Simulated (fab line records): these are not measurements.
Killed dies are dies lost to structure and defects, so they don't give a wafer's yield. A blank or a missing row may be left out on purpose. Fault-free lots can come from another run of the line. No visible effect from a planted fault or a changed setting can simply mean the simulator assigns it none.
fab line records	flow n5Finfet
record lots=11	wafers=32	lastDay=18
route steps=1938 shown HKMG_FIN@447 TV_OPEN@1890 PASSIVATION@1911
lots untouched by any fault: they come from a run of this same line in which no faults occurred
startH: hours from the record's first day to the start of the lot's first wafer shown	waitH: how many hours have passed since the lot's step before this one	" identical to the entry in the row above	L1.1+2: one row covering several wafers at once	- no value, or no start given	* or withheld: withheld	< > ~ a bound
route shown NAME@n: a module of which the file shows steps, and the number in the route of the first	usual: mean/standard deviation of fault-free wafers	same: alike in all rows	chamber/n: place in a boat	sites: readings site by site	_std_site: the values' standard deviation	_edge_site: outer sites' mean less inner sites'	radiusMm: how far each site lies from the wafer's centre	mask NAME#n: copy n	behind: the last tool/chamber to shape the wafer	hold: why the lot was held/for how many hours/how that ended	device: which transistor (n, p or np) failed to switch	end of line: the same wafers' tests at the end of the route	a step given without rows: its recipe and nothing more	killed: count of dies lost to structure and defects at first sort (not the wafer's yield)	map: dies across one wafer; x = killed, . = not, _ = none there
set.NAME: the run value of the setting; set.NAME@STEP: its run value at that earlier step	model.NAME: the simulator's own value behind a step, which no gauge read
the route's steps for a sample of lots (tables are steps, rows are wafers)
services: when a tool's chamber went out of use (startH, in hours from the record's first day, below 0 if earlier), for how many hours, and the reason
## steps
# step N5_HKMG_FIN_STRIP_88
# recipe chemistry=N2/H2	powerW=2500	tempC=300	h2Frac=0.65	timeS=360	pressureMtorr=withheld	n2FlowSccm=1750	h2FlowSccm=3250
# usual drypumpMotorCurrentA=6.26/0.27	heaterPowerW=436/27
lot.wafer	tool	chamber	startH	waitH	drypumpMotorCurrentA	heaterPowerW	rfHoursCounterH
L729.3	plasmaAsher-01	1	75.28	0.1	6.50	451	-
L729.4	"	0	"	"	6.53	417	-
L729.6	"	0	"	"	6.50	413	-
L730.1	plasmaAsher-01	1	84.80	0.0	6.50	455	42
L730.3	"	0	"	"	6.51	406	-
L730.5	"	0	"	"	6.48	413	-
L731.1	plasmaAsher-01	0	92.03	0.0	6.49	411	43
L731.4	"	1	"	"	6.51	457	-
L731.6	"	0	"	"	6.51	419	-
L732.3	plasmaAsher-02	0	94.27	0.1	6.01	463	-
L732.4	"	1	"	"	5.93	412	-
L732.6	"	1	"	"	5.91	399	-
L739.1	plasmaAsher-02	1	144.23	0.0	5.92	411	100
L739.4	"	0	"	"	6.02	472	-
L739.6	"	1	"	"	5.94	403	-
L740.1	plasmaAsher-02	1	146.35	0.0	5.96	412	101
L740.2	"	0	"	"	5.98	466	101
L740.3	"	1	"	"	5.94	413	-
L741.2	plasmaAsher-02	1	152.21	0.0	5.95	409	102
L741.3	"	0	"	"	5.98	485	-
L741.4	"	1	"	"	5.96	407	-
L742.1	plasmaAsher-02	0	157.48	0.0	6.00	475	103
L742.3	"	0	"	"	6.03	471	-
L742.5	"	1	"	"	5.93	411	-
L743.1	plasmaAsher-02	1	165.89	0.0	5.91	420	105
L743.4	"	1	"	"	5.93	398	-
L743.5	"	0	"	"	5.99	465	-
L746.1	plasmaAsher-02	1	179.08	0.0	5.95	408	108
L746.2	"	0	"	"	6.02	466	108
L746.4	"	0	"	"	6.00	475	-
L752.2	plasmaAsher-02	0	219.75	0.0	5.96	476	116
L752.5	"	1	"	"	5.93	411	-
# step N5_PASSIVATION_ETCH_15
# recipe chemistry=CF4/N2	target=SiCN	targetDepthA=750	taperDeg=2	timeS=81.2	ionEnergyEv=150	maskMaterial=SiNx	pressureMtorr=40	sourceW=430	biasW=70	Ar_flow_sccm=100	cf4FlowSccm=60	n2FlowSccm=60
# usual drypumpMotorCurrentA=5.6/0.43	oesProductAu=0.79/0.094	rfVppV=382.2/1.9	showerheadPlenumPTorr=2.21/0.071	throttleValvePct=15.53/0.18
lot.wafer	tool	chamber	startH	waitH	drypumpMotorCurrentA	oesProductAu	rfHoursCounterH	rfVppV	showerheadPlenumPTorr	throttleValvePct
L729.3	rieDiel-06	3	-	-	6.2	0.83	67	382.2	2.24	15.33
L729.4	"	2	"	"	6.0	0.67	-	381.4	2.16	15.71
L729.6	"	3	"	"	6.2	0.82	-	383.5	2.24	15.34
L731.1	rieDiel-04	2	-	-	5.7	0.99	8	385.4	2.35	15.44
L731.4	"	1	"	"	5.3	0.69	240	379.8	2.17	15.51
L731.6	"	1	"	"	5.2	0.70	-	381.3	2.17	15.53
L730.1	rieDiel-06	0	-	-	5.2	0.76	112	379.8	2.13	15.37
L730.3	"	1	"	"	5.7	0.71	214	380.0	2.18	15.73
L730.5	"	3	"	"	6.2	0.81	-	384.3	2.24	15.35
L732.3	rieDiel-04	3	-	-	5.2	0.80	80	381.6	2.14	15.38
L732.4	"	0	"	"	5.9	0.69	227	381.4	2.17	15.78
L732.6	"	2	"	"	5.7	0.95	-	385.4	2.35	15.46
L739.1	rieDiel-06	3	-	-	6.2	0.80	90	382.6	2.23	15.37
L739.4	"	0	"	"	5.2	0.75	125	380.6	2.12	15.38
L739.6	"	2	"	"	6.0	0.92	-	380.2	2.16	15.28
L740.1	rieDiel-03	1	-	-	5.4	0.80	71	385.5	2.32	15.50
L740.2	"	3	"	"	6.3	0.83	99	381.3	2.24	15.68
L740.3	"	0	"	"	5.1	0.68	245	381.3	2.19	15.74
L742.1	rieDiel-03	1	-	-	5.4	0.81	74	385.5	2.32	15.51
L742.3	"	0	"	"	5.1	0.68	247	382.8	2.19	15.75
L742.5	"	1	"	"	5.4	0.80	-	384.7	2.32	15.52
L741.2	rieDiel-04	2	-	-	5.7	0.93	34	385.5	2.34	15.51
L741.3	"	0	"	"	5.9	0.68	247	381.3	2.17	15.84
L741.4	"	0	"	"	5.9	0.69	-	381.3	2.17	15.84
L743.1	rieDiel-04	3	-	-	5.2	0.79	106	380.3	2.13	15.43
L743.4	"	2	"	"	5.7	0.91	-	384.7	2.34	15.51
L743.5	"	1	"	"	5.3	1.00	-	381.6	2.16	15.07
L746.1	rieDiel-04	3	-	-	5.2	0.77	117	380.8	2.13	15.47
L746.2	"	1	"	"	5.2	0.96	13	380.8	2.16	15.06
L746.4	"	0	"	"	5.9	0.96	8	380.4	2.16	15.37
L752.2	rieDiel-04	0	-	-	5.9	0.96	11	380.8	2.16	15.37
L752.5	"	2	"	"	5.7	0.88	-	386.3	2.34	15.55
# step N5_PASSIVATION_STRIP_34
# recipe chemistry=O2	powerW=600	tempC=60	pressureMtorr=30	rfFrequencyHz=6e+07	biasPowerW=0	overashFraction=2	o2FlowSccm=225
# usual drypumpMotorCurrentA=5.8/0.39	oesProductAu=0.80/0.093	rfVppV=3.7/1.5	showerheadPlenumPTorr=2.09/0.073	throttleValvePct=16.74/0.24
lot.wafer	tool	chamber	startH	waitH	drypumpMotorCurrentA	oesProductAu	rfHoursCounterH	rfVppV	showerheadPlenumPTorr	throttleValvePct
L729.3	rieDiel-01	3	273.42	0.1	5.7	0.74	207	1.6	2.07	16.76
L729.4	"	3	"	"	5.7	0.73	-	2.4	2.07	16.74
L729.6	"	0	"	"	6.2	0.91	-	5.3	2.24	16.74
L731.1	rieDiel-02	0	290.43	0.1	5.3	0.70	238	5.0	2.07	17.16
L731.4	"	1	"	"	5.9	0.71	189	5.1	1.99	16.70
L731.6	"	1	"	"	5.9	0.71	-	3.4	1.99	16.73
L730.1	rieDiel-02	0	297.37	0.1	5.3	0.70	240	4.3	2.07	17.12
L730.3	"	1	"	"	5.8	0.73	191	1.6	1.99	16.72
L730.5	"	0	"	"	5.3	0.71	-	1.5	2.07	17.08
L732.3	rieDiel-01	1	306.16	0.1	6.5	0.85	40	2.5	2.16	16.29
L732.4	"	3	"	"	5.8	0.72	220	4.0	2.06	16.84
L732.6	"	0	"	"	6.3	0.89	-	3.2	2.23	16.79
L739.1	rieDiel-02	2	339.05	0.1	5.8	0.75	154	3.7	2.10	16.85
L739.4	"	2	"	"	5.8	0.74	-	1.2	2.10	16.86
L739.6	"	3	"	"	5.9	0.85	-	3.0	2.05	16.78
L740.1	rieDiel-01	1	343.70	0.1	6.6	0.81	55	4.6	2.15	16.30
L740.2	"	3	"	"	5.8	0.71	235	3.6	2.06	16.79
L740.3	"	2	"	"	5.7	0.70	244	3.2	2.18	17.35
L742.1	rieDiel-02	3	347.60	0.1	5.9	0.85	78	6.2	2.05	16.81
L742.3	"	1	"	"	5.9	0.69	212	5.7	1.98	16.76
L742.5	"	1	"	"	5.9	0.69	-	5.4	1.98	16.74
L741.2	rieDiel-02	2	357.90	0.1	5.7	0.74	162	4.6	2.10	16.83
L741.3	"	3	"	"	5.9	0.84	83	4.7	2.05	16.83
L741.4	"	3	"	"	5.9	0.85	-	5.8	2.05	16.76
L743.1	rieDiel-02	3	372.86	0.1	5.9	0.81	88	4.9	2.05	16.84
L743.4	"	2	"	"	5.7	0.74	166	1.0	2.10	16.87
L743.5	"	1	"	"	5.9	0.70	-	4.0	1.98	16.73
L746.1	rieDiel-01	1	404.93	0.1	6.6	0.80	79	2.5	2.14	16.37
L746.2	"	2	"	"	5.7	0.91	9	1.9	2.18	16.85
L746.4	"	3	"	"	5.7	0.95	3	3.6	2.05	16.27
L752.2	rieDiel-01	3	418.32	0.1	5.7	0.93	8	5.0	2.05	16.35
L752.5	"	1	"	"	6.6	0.79	-	3.3	2.14	16.32
# step N5_PASSIVATION_PECVD_35
# recipe material=SiNx	targetThkA=7000	tempC=400	precursor=SiH4/NH3/N2	pressureTorr=4.9	rfW=1406	timeS=151.3
# usual heaterPowerOuterW=155/57	heaterPowerW=357/110	showerheadPlenumPTorr=8.67/0.08	throttleValvePct=29.0/2.4
lot.wafer	tool	chamber	startH	waitH	heaterPowerOuterW	heaterPowerW	showerheadPlenumPTorr	throttleValvePct
L729.3	pecvd-04	0	274.03	0.1	157	346	8.65	29.5
L729.4	"	0	"	"	174	367	8.66	29.0
L729.6	"	2	"	"	186	471	8.53	28.2
L731.1	pecvd-04	1	291.05	0.1	111	213	8.70	29.2
L731.4	"	0	"	"	151	339	8.63	29.0
L731.6	"	2	"	"	202	511	8.54	28.1
L730.1	pecvd-04	1	298.02	0.1	90	184	8.66	29.5
L730.3	"	2	"	"	249	564	8.57	28.1
L730.5	"	0	"	"	189	380	8.64	29.2
L732.3	pecvd-02	0	306.81	0.1	103	232	8.80	26.9
L732.4	"	2	"	"	251	539	8.72	27.5
L732.6	"	0	"	"	21	119	8.80	27.0
L739.1	pecvd-02	0	339.69	0.1	111	242	8.78	27.1
L739.4	"	2	"	"	209	486	8.72	27.6
L739.6	"	0	"	"	21	120	8.80	27.1
L740.1	pecvd-03	0	344.31	0.1	196	412	8.64	35.8
L740.2	"	1	"	"	79	245	8.55	30.2
L740.3	"	2	"	"	219	448	8.60	26.4
L742.1	pecvd-03	0	348.21	0.1	210	436	8.63	35.9
L742.3	"	2	"	"	235	446	8.62	26.5
L742.5	"	0	"	"	107	297	8.64	35.9
L741.2	pecvd-02	2	358.52	0.1	182	455	8.74	27.4
L741.3	"	1	"	"	128	345	8.69	28.6
L741.4	"	1	"	"	168	388	8.70	28.3
L743.1	pecvd-02	2	373.47	0.1	223	506	8.72	27.3
L743.4	"	1	"	"	177	420	8.71	28.6
L743.5	"	2	"	"	245	522	8.75	27.7
L746.1	pecvd-04	2	405.54	0.1	248	566	8.53	28.7
L746.2	"	1	"	"	115	215	8.69	29.6
L746.4	"	1	"	"	140	256	8.69	29.4
L752.2	pecvd-04	2	418.93	0.1	170	459	8.55	28.8
L752.5	"	2	"	"	198	505	8.53	28.7
# step N5_PASSIVATION_PROBE_49
# usual defectLimitedYield=91.7/1.4	killed_at_M0_to_M3=31/11	killed_at_M4_up=13/4.6	killedAtContacts=13/6.7	killedAtFrontEnd=39/9.6	killedAtOther=3.5/2.8	killedDies=98/16	killedOnRim=13/4.2	killedOpen=64/11	killedShort=33/8.5	sort_bin_5_function=4.9/0.96	sort_bin_6_memory=3.1/0.59	sort_bin_8_speed=0.2/1.3	sortNPass=1080/23
# same grossDies=1180	killedAtBackSide=0	sort_bin_4_leakage[%]=0
lot.wafer	tool	chamber	startH	waitH	defectLimitedYield[%]	killed_at_M0_to_M3	killed_at_M4_up	killedAtContacts	killedAtFrontEnd	killedAtOther	killedDies	killedOnRim	killedOpen	killedShort	sort_bin_5_function[%]	sort_bin_6_memory[%]	sort_bin_8_speed[%]	sortNPass
L729.3	prober-02	-	277.82	0.1	89.9	38	19	19	39	4	119	23	80	39	5.8	3.9	0.1	1060
L729.4	prober-02	-	277.87	0.2	90.7	52	10	17	30	1	110	19	82	24	6.1	3.0	0	1070
L729.6	prober-02	-	277.97	0.3	93.0	36	7	11	29	0	83	13	53	27	3.8	3.1	0	1097
L731.1	prober-01	-	294.73	0.0	88.8	17	9	12	91	3	132	24	46	23	6.5	2.7	0	1048
L731.4	prober-01	-	294.88	0.2	87.0	20	7	11	112	3	153	24	44	11	8.3	3.1	0	1027
L731.6	prober-01	-	294.98	0.3	86.0	15	25	22	103	0	165	30	55	47	8.6	3.8	0	1015
L739.1	prober-01	-	343.61	0.0	93.4	33	9	4	29	3	78	10	47	31	4.2	2.3	0	1102
L739.4	prober-01	-	343.76	0.2	90.2	50	15	7	39	5	116	12	77	39	5.7	3.6	0	1064
L739.6	prober-01	-	343.86	0.3	91.1	57	6	5	37	0	105	14	65	40	5.0	3.3	0	1075
L742.1	prober-01	-	351.79	0.0	91.0	27	14	16	45	4	106	11	68	36	5.1	3.6	0	1074
L742.3	prober-01	-	351.89	0.1	91.9	40	10	8	35	2	95	11	58	35	4.8	3.1	0	1085
L742.5	prober-01	-	351.99	0.2	91.9	36	11	6	35	7	95	15	60	34	4.0	3.7	0	1085
L741.2	prober-01	-	362.26	0.1	91.6	34	20	20	23	2	99	12	61	37	6.2	1.9	0	1081
L741.3	prober-01	-	362.31	0.1	93.5	20	12	19	25	1	77	10	53	24	4.2	2.3	0	1103
L741.4	prober-01	-	362.36	0.2	92.4	21	27	12	30	0	90	13	61	29	4.1	3.1	0	1090
L743.1	prober-01	-	377.94	0.0	91.9	31	13	15	33	4	96	14	65	31	4.4	3.4	0	1084
L743.4	prober-01	-	378.09	0.2	93.0	23	17	17	25	1	83	8	52	30	4.0	2.8	0.1	1097
L743.5	prober-01	-	378.14	0.2	90.8	42	11	28	27	0	108	16	67	41	5.0	3.7	0	1072
L746.1	prober-01	-	409.27	0.0	90.8	35	14	10	49	1	109	10	76	33	5.7	3.4	0	1071
L746.2	prober-01	-	409.32	0.1	92.1	33	9	11	32	8	93	12	53	38	4.0	3.7	0	1087
L746.4	prober-01	-	409.42	0.2	87.9	57	13	17	54	2	143	26	90	52	6.3	5.4	0	1037
# killed by level:class
L729.3 STI_FIN_REVEAL:geometricParticle:open=17 MOL_CONTACT_COAG:geometricParticle:open=10 FIN_SAQP:geometricParticle:short=9 MOL_CONTACT_COAG:geometricParticle:short=9 BEOL_M1:geometricParticle:open=9 BEOL_M4:geometricParticle:open=9 BEOL_M0_SAQP:geometricParticle:open=8 BEOL_M3:geometricParticle:open=6
L729.4 BEOL_M2:geometricParticle:open=17 MOL_CONTACT_COAG:geometricParticle:open=16 BEOL_M1:geometricParticle:open=15 BEOL_M3:geometricParticle:open=10 STI_FIN_REVEAL:geometricParticle:open=7 DUMMY_GATE:geometricParticle:open=4 BEOL_M0_SAQP:geometricParticle:short=4 BEOL_M4:geometricParticle:open=4
L729.6 STI_FIN_REVEAL:geometricParticle:open=12 BEOL_M2:geometricParticle:open=11 MOL_CONTACT_COAG:geometricParticle:open=8 BEOL_M0_SAQP:geometricParticle:short=7 BEOL_M3:geometricParticle:open=5 GATE_CUT:geometricParticle:short=4 BEOL_M1:geometricParticle:open=3 MOL_CONTACT_COAG:geometricParticle:short=3
L731.1 HKMG_FIN:unspecified=63 MOL_CONTACT_COAG:geometricParticle:open=8 FIN_SAQP:geometricParticle:short=5 GATE_CUT:geometricParticle:open=5 BEOL_M1:geometricParticle:open=5 GATE_CUT:geometricParticle:short=4 MOL_CONTACT_COAG:geometricParticle:short=4 BEOL_M0_SAQP:geometricParticle:open=4
L731.4 HKMG_FIN:unspecified=97 BEOL_M2:geometricParticle:open=11 MOL_CONTACT_COAG:geometricParticle:open=9 FIN_SAQP:geometricParticle:open=4 STI_FIN_REVEAL:geometricParticle:open=4 GATE_CUT:geometricParticle:open=3 BEOL_M6:geometricParticle:open=2 BEOL_M0:geometricParticle:open=2
L731.6 HKMG_FIN:unspecified=62 MOL_CONTACT_COAG:geometricParticle:open=15 FIN_SAQP:geometricParticle:short=14 GATE_CUT:geometricParticle:short=6 MOL_CONTACT_COAG:geometricParticle:short=6 BEOL_M4:geometricParticle:open=5 BEOL_M5:geometricParticle:open=5 STARTING-WAFER:geometricParticle:short=5
L739.1 BEOL_M0_SAQP:geometricParticle:open=10 FIN_SAQP:geometricParticle:open=9 BEOL_M0_SAQP:geometricParticle:short=7 BEOL_M1:geometricParticle:open=6 BEOL_M3:geometricParticle:short=6 FIN_SAQP:geometricParticle:short=5 STARTING-WAFER:geometricParticle:short=4 STARTING-WAFER:geometricParticle:open=3
L739.4 FIN_SAQP:geometricParticle:open=21 BEOL_M0_SAQP:geometricParticle:open=17 BEOL_M0_SAQP:geometricParticle:short=12 FIN_SAQP:geometricParticle:short=11 BEOL_M2:geometricParticle:open=7 BEOL_M4:geometricParticle:open=7 MOL_CONTACT_COAG:geometricParticle:open=6 BEOL_M1:geometricParticle:open=5
L739.6 BEOL_M0_SAQP:geometricParticle:open=18 BEOL_M0_SAQP:geometricParticle:short=14 STI_FIN_REVEAL:geometricParticle:open=12 FIN_SAQP:geometricParticle:open=5 FIN_SAQP:geometricParticle:short=5 GATE_CUT:geometricParticle:short=5 BEOL_M1:geometricParticle:open=5 BEOL_M2:geometricParticle:open=5
L742.1 MOL_CONTACT_COAG:geometricParticle:open=12 FIN_SAQP:geometricParticle:open=10 GATE_CUT:geometricParticle:short=7 FIN_SAQP:geometricParticle:short=6 GATE_CUT:geometricParticle:open=6 BEOL_M0_SAQP:geometricParticle:open=6 DUMMY_GATE:geometricParticle:open=5 BEOL_M1:geometricParticle:open=5
L742.3 BEOL_M0_SAQP:geometricParticle:open=14 GATE_CUT:geometricParticle:short=8 MOL_CONTACT_COAG:geometricParticle:open=7 FIN_SAQP:geometricParticle:short=6 BEOL_M1:geometricParticle:open=6 BEOL_M0_SAQP:geometricParticle:short=5 BEOL_M3:geometricParticle:open=5 FIN_SAQP:geometricParticle:open=4
L742.5 DUMMY_GATE:geometricParticle:open=8 STI_FIN_REVEAL:geometricParticle:open=7 BEOL_M0_SAQP:geometricParticle:short=7 BEOL_M0_SAQP:geometricParticle:open=7 BEOL_M1:geometricParticle:open=6 FIN_SAQP:geometricParticle:open=5 GATE_CUT:geometricParticle:short=5 MOL_CONTACT_COAG:geometricParticle:open=5
L741.2 MOL_CONTACT_COAG:geometricParticle:open=12 BEOL_M3:geometricParticle:open=9 MOL_CONTACT_COAG:geometricParticle:short=8 BEOL_M0_SAQP:geometricParticle:open=8 BEOL_M0_SAQP:geometricParticle:short=7 FIN_SAQP:geometricParticle:short=6 BEOL_M4:geometricParticle:open=6 STI_FIN_REVEAL:geometricParticle:open=5
L741.3 MOL_CONTACT_COAG:geometricParticle:open=14 BEOL_M2:geometricParticle:open=8 MOL_CONTACT_COAG:geometricParticle:short=5 FIN_SAQP:geometricParticle:open=4 FIN_SAQP:geometricParticle:short=4 STI_FIN_REVEAL:geometricParticle:open=4 DUMMY_GATE:geometricParticle:open=4 BEOL_M4:geometricParticle:open=4
L741.4 MOL_CONTACT_COAG:geometricParticle:open=11 BEOL_M4:geometricParticle:open=10 FIN_SAQP:geometricParticle:short=7 STI_FIN_REVEAL:geometricParticle:open=7 BEOL_M2:geometricParticle:open=7 GATE_CUT:geometricParticle:short=6 BEOL_M1:geometricParticle:open=5 FIN_SAQP:geometricParticle:open=4
L743.1 BEOL_M2:geometricParticle:open=16 MOL_CONTACT_COAG:geometricParticle:open=14 FIN_SAQP:geometricParticle:open=7 FIN_SAQP:geometricParticle:short=6 DUMMY_GATE:geometricParticle:open=6 BEOL_M4:geometricParticle:open=6 GATE_CUT:geometricParticle:short=5 BEOL_M0_SAQP:geometricParticle:short=5
L743.4 MOL_CONTACT_COAG:geometricParticle:open=11 BEOL_M0_SAQP:geometricParticle:short=8 BEOL_M4:geometricParticle:open=7 MOL_CONTACT_COAG:geometricParticle:short=6 STI_FIN_REVEAL:geometricParticle:open=5 DUMMY_GATE:geometricParticle:open=3 GATE_CUT:geometricParticle:short=3 BEOL_M0_SAQP:geometricParticle:open=3
L743.5 MOL_CONTACT_COAG:geometricParticle:open=21 FIN_SAQP:geometricParticle:short=14 BEOL_M2:geometricParticle:open=14 BEOL_M0_SAQP:geometricParticle:open=8 MOL_CONTACT_COAG:geometricParticle:short=7 BEOL_M0_SAQP:geometricParticle:short=7 BEOL_M1:geometricParticle:open=5 BEOL_M4:geometricParticle:open=5
L746.1 STI_FIN_REVEAL:geometricParticle:open=13 MOL_CONTACT_COAG:geometricParticle:open=8 BEOL_M3:geometricParticle:open=8 BEOL_M1:geometricParticle:open=7 FIN_SAQP:geometricParticle:open=6 FIN_SAQP:geometricParticle:short=5 BEOL_M0_SAQP:geometricParticle:open=5 BEOL_M5:geometricParticle:open=5
L746.2 FIN_SAQP:geometricParticle:short=15 BEOL_M3:geometricParticle:open=8 MOL_CONTACT_COAG:geometricParticle:open=8 BEOL_M0_SAQP:geometricParticle:open=7 BEOL_M0_SAQP:geometricParticle:short=6 FIN_SAQP:geometricParticle:open=5 DUMMY_GATE:geometricParticle:open=3 MOL_CONTACT_COAG:geometricParticle:short=3
L746.4 BEOL_M0_SAQP:geometricParticle:short=16 BEOL_M0_SAQP:geometricParticle:open=15 FIN_SAQP:geometricParticle:open=14 MOL_CONTACT_COAG:geometricParticle:open=14 FIN_SAQP:geometricParticle:short=12 DUMMY_GATE:geometricParticle:open=8 BEOL_M3:geometricParticle:open=8 STI_FIN_REVEAL:geometricParticle:open=7
## services
tool	chamber	startH	hours	kind
rieDiel-02	-	65.60	2.8	pm
rieDiel-01	3	70.89	5.6	repair
pecvd-02	-	130.40	5.5	pm
rieDiel-01	1	135.00	12.9	repair
pecvd-04	1	156.71	4.8	repair
pecvd-02	-	177.81	12.4	repair
rieDiel-04	-	188.17	14.6	pm
rieDiel-02	-	195.71	3.6	repair
rieDiel-02	2	205.00	27.5	repair
pecvd-02	-	218.26	16.8	repair
plasmaAsher-02	-	220.87	2.8	pm
rieDiel-02	0	226.35	10.5	repair
pecvd-02	-	237.05	4.3	pm
rieDiel-02	3	241.86	46.0	repair
rieDiel-04	3	278.44	4.5	repair
rieDiel-04	3	296.85	3.5	repair
plasmaAsher-02	-	309.52	2.3	repair
rieDiel-04	1	334.75	7.2	repair
pecvd-04	-	350.00	0.5	repair
rieDiel-01	2	350.29	6.7	repair
plasmaAsher-02	-	356.90	1.6	repair
rieDiel-02	1	363.22	4.6	repair
pecvd-04	-	383.70	6.0	pm
plasmaAsher-02	-	396.23	1.2	repair
## key
firstSign step=N5_PASSIVATION_PROBE_49	reading=killedAtFrontEnd	direction=up	sigmas=6.6	usual=39	struck=102
effect step=N5_PASSIVATION_PROBE_49	reading=defectLimitedYield	direction=down	sigmas=3.2	usual=91.7	struck=87.3
moreKillsBornAt N5_HKMG_FIN_STRIP_88@plasmaAsher-01=222
metAt N5_HKMG_FIN_STRIP_88
struckLots L731
notActingAt N5_PASSIVATION_ETCH_15,N5_PASSIVATION_STRIP_34,N5_PASSIVATION_PECVD_35
onsetBetween 84.80 92.03
fault kind=chamberParticleSource	tool=plasmaAsher-01	chamber=-	onsetH=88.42	steps=N5_HKMG_FIN_STRIP_88	ratePerVisitCm2=0.83044
